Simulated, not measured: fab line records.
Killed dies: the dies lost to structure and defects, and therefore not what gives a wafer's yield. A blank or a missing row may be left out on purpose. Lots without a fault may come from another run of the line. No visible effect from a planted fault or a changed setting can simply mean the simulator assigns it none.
Which tool is to blame? ; flow nand-harc ; 39 wafers from 13 lots sampled at 5 of the route's 1302 steps

WHAT EACH GAUGE READ, for each wafer
NHARC_END_SORT_01.
lot;measured;on;killed-at-array;killed-at-other;killed-at-periphery;killed-dies;killed-open;killed-short
L431;day 25 08:07;prober-01;44 43 46;1 0 1;3 1 3;48 44 50;6 1 3;2 1 3
L430;day 26 02:10;prober-01;72 54 68;1 0 2;4 3 3;77 57 73;7 2 6;3 1 3
L436;day 27 18:47;prober-01;73 89 63;2 1 1;2 0 2;77 90 66;6 5 0;2 1 1
L435;day 27 23:26;prober-02;26 40 31;4 2 4;7 4 4;37 46 39;1 5 2;5 4 1
L437;day 28 09:44;prober-01;41 54 71;1 3 2;5 8 4;47 65 77;0 4 1;4 5 3
L444;day 31 19:02;prober-01;109 155 172;1 1 0;6 4 0;116 160 172;5 7 5;4 0 6
L447;day 32 17:50;prober-01;154 117 87;0 0 1;11 7 6;165 124 94;4 1 3;3 2 2

TOOL THAT RAN EACH LOT (tool first, then ch and the chambers of the sampled wafers, then the start)
lot;NHARC_A_CONTACT_ETCH_122;NHARC_THIN_TSV_DEGAS_49;NHARC_THIN_TSV_ANNEAL_52;NHARC_THIN_TSV_STRIP_56
L428;har-cap-etch-03 ch 0,1, day 22 05:29;pvd-sputter-01, day 24 08:50;rtp-anneal-01 ch 0, day 24 10:09;plasma-asher-01 ch 0,1, day 24 12:38
L431;har-cap-etch-01 ch 0,1, day 22 15:37;pvd-sputter-03, day 24 19:59;rtp-anneal-01 ch 0, day 24 21:09;plasma-asher-02 ch 0,1, day 24 23:45
L433;har-cap-etch-03 ch 0,1, day 22 20:25;pvd-sputter-01, day 25 04:37;rtp-anneal-01 ch 0, day 25 05:47;plasma-asher-02 ch 0,1, day 25 08:24
L430;har-cap-etch-02 ch 0,1, day 23 01:19;pvd-sputter-02, day 25 09:35;rtp-anneal-02 ch 0, day 25 10:46;plasma-asher-01 ch 0,1, day 25 13:19
L436;har-cap-etch-01 ch 0,1, day 25 01:14;pvd-sputter-01, day 27 06:28;rtp-anneal-01 ch 0, day 27 07:41;plasma-asher-02 ch 0,1, day 27 10:23
L435;har-cap-etch-03 ch 0,1, day 25 04:22;pvd-sputter-03, day 27 10:27;rtp-anneal-01 ch 0, day 27 11:41;plasma-asher-02 ch 0,1, day 27 14:16
L437;har-cap-etch-01 ch 0,1, day 25 15:47;pvd-sputter-03, day 27 19:44;rtp-anneal-02 ch 0, day 27 21:06;plasma-asher-01 ch 0,1, day 27 23:42
L440;har-cap-etch-01 ch 0,1, day 26 08:01;pvd-sputter-02, day 28 22:42;rtp-anneal-02 ch 0, day 28 23:59;plasma-asher-01 ch 0,1, day 29 02:34
L443;har-cap-etch-03 ch 1, day 27 05:47;pvd-sputter-03, day 29 11:17;rtp-anneal-01 ch 0, day 29 12:28;plasma-asher-02 ch 1, day 29 14:59
L444;har-cap-etch-01 ch 0,1, day 28 22:21;pvd-sputter-02, day 31 06:29;rtp-anneal-02 ch 0, day 31 07:47;plasma-asher-01 ch 0,1, day 31 10:14
L447;har-cap-etch-01 ch 0,1, day 29 17:57;pvd-sputter-03, day 32 05:29;rtp-anneal-01 ch 0, day 32 06:41;plasma-asher-01 ch 0,1, day 32 09:17
L448;har-cap-etch-02 ch 0, day 30 03:43;pvd-sputter-03, day 32 16:17;rtp-anneal-02 ch 0, day 32 17:30;plasma-asher-02 ch 0,1, day 32 20:02
L451;har-cap-etch-02 ch 0,1, day 31 08:46;pvd-sputter-02, day 33 14:01;rtp-anneal-01 ch 0, day 33 15:11;plasma-asher-01 ch 0,1, day 33 17:46
- NHARC_A_CONTACT_ETCH_122: etches the open film in C4F8/O2/Ar, time 190 s, target depth 1850 nm.
- NHARC_THIN_TSV_DEGAS_49: time 120 s.
- NHARC_THIN_TSV_ANNEAL_52: time 90 s.
- NHARC_THIN_TSV_STRIP_56: strips in O2.

WHAT THE TOOLS THEMSELVES READ (means of the sampled wafers that have a number; where no wafer has one, the mark that the record gives instead)
NHARC_A_CONTACT_ETCH_122.
lot;tool;chamber-pressure-mTorr (mTorr)
L428;har-cap-etch-03;19.996
L431;har-cap-etch-01;20.003
L433;har-cap-etch-03;19.997
L430;har-cap-etch-02;19.988
L436;har-cap-etch-01;20.011
L435;har-cap-etch-03;20.018
L437;har-cap-etch-01;20.000
L440;har-cap-etch-01;19.991
L443;har-cap-etch-03;19.994
L444;har-cap-etch-01;19.996
L447;har-cap-etch-01;19.977
L448;har-cap-etch-02;20.019
L451;har-cap-etch-02;20.020

NHARC_THIN_TSV_DEGAS_49.
lot;tool;heater-power-w (W);susceptor-temp-C (C)
L428;pvd-sputter-01;508;299.92
L431;pvd-sputter-03;492;300.25
L433;pvd-sputter-01;521;299.87
L430;pvd-sputter-02;471;-
L436;pvd-sputter-01;517;300.02
L435;pvd-sputter-03;483;300.08
L437;pvd-sputter-03;470;299.97
L440;pvd-sputter-02;459;299.92
L443;pvd-sputter-03;472;299.82
L444;pvd-sputter-02;507;300.20
L447;pvd-sputter-03;459;300.13
L448;pvd-sputter-03;485;300.06
L451;pvd-sputter-02;436;-

NHARC_THIN_TSV_ANNEAL_52.
lot;tool;wafer_temp_C_max
L428;rtp-anneal-01;225.72
L431;rtp-anneal-01;225.70
L433;rtp-anneal-01;225.65
L430;rtp-anneal-02;226.03
L436;rtp-anneal-01;225.76
L435;rtp-anneal-01;225.38
L437;rtp-anneal-02;225.59
L440;rtp-anneal-02;225.65
L443;rtp-anneal-01;225.51
L444;rtp-anneal-02;225.55
L447;rtp-anneal-01;225.93
L448;rtp-anneal-02;225.69
L451;rtp-anneal-01;225.87

NHARC_THIN_TSV_STRIP_56.
lot;tool;drypump-motor-current-A (A);heater-power-w (W)
L428;plasma-asher-01;5.7;375
L431;plasma-asher-02;6.2;289
L433;plasma-asher-02;6.2;290
L430;plasma-asher-01;5.7;367
L436;plasma-asher-02;6.2;305
L435;plasma-asher-02;6.3;303
L437;plasma-asher-01;5.7;378
L440;plasma-asher-01;5.7;371
L443;plasma-asher-02;6.5;283
L444;plasma-asher-01;5.6;394
L447;plasma-asher-01;5.5;389
L448;plasma-asher-02;6.2;303
L451;plasma-asher-01;5.5;395

THE ANSWER, worked out from the rows above alone
Rule: what is usual is taken from the lots themselves. The widest of any qualifying gaps counts: lots, ordered by their means at a reading, are off when they make up no more than a third of the lots, leave a main group of 4 or more, and stand apart from it by 3 or more times the standard deviation of that group's means. A main group whose means are all the same, to the digits that the tables above print for the reading, isn't used. Also off: a lot with no number at a reading for which 4 or more lots have one. Where the step has rows for the other lots, those lots are counted as sound. Order of review: gauges by route order, followed by the tools' own readings, for which a lot's mean as printed above is used. The first step at which some lot is off is used, and at that step the reading that is off furthest; a lot without a number counts as furthest.
Off, at NHARC_END_SORT_01 on killed-dies: L444, L447. The main group: mean 60, standard deviation 14. Neither off nor sound, because the step has no rows for them: L428, L433, L440, L443, L448, L451.
If a tool, at a process step before that reading, ran all the lots that are off and no sound lot after the first of them, it fits. Those tools and the gauges at NHARC_END_SORT_01 are tried in the same way. Can't be told from this: 3 tools fit, har-cap-etch-01 at NHARC_A_CONTACT_ETCH_122, plasma-asher-01 at NHARC_THIN_TSV_STRIP_56, prober-01 at NHARC_END_SORT_01.

WHAT THE SIMULATOR HAD PUT IN
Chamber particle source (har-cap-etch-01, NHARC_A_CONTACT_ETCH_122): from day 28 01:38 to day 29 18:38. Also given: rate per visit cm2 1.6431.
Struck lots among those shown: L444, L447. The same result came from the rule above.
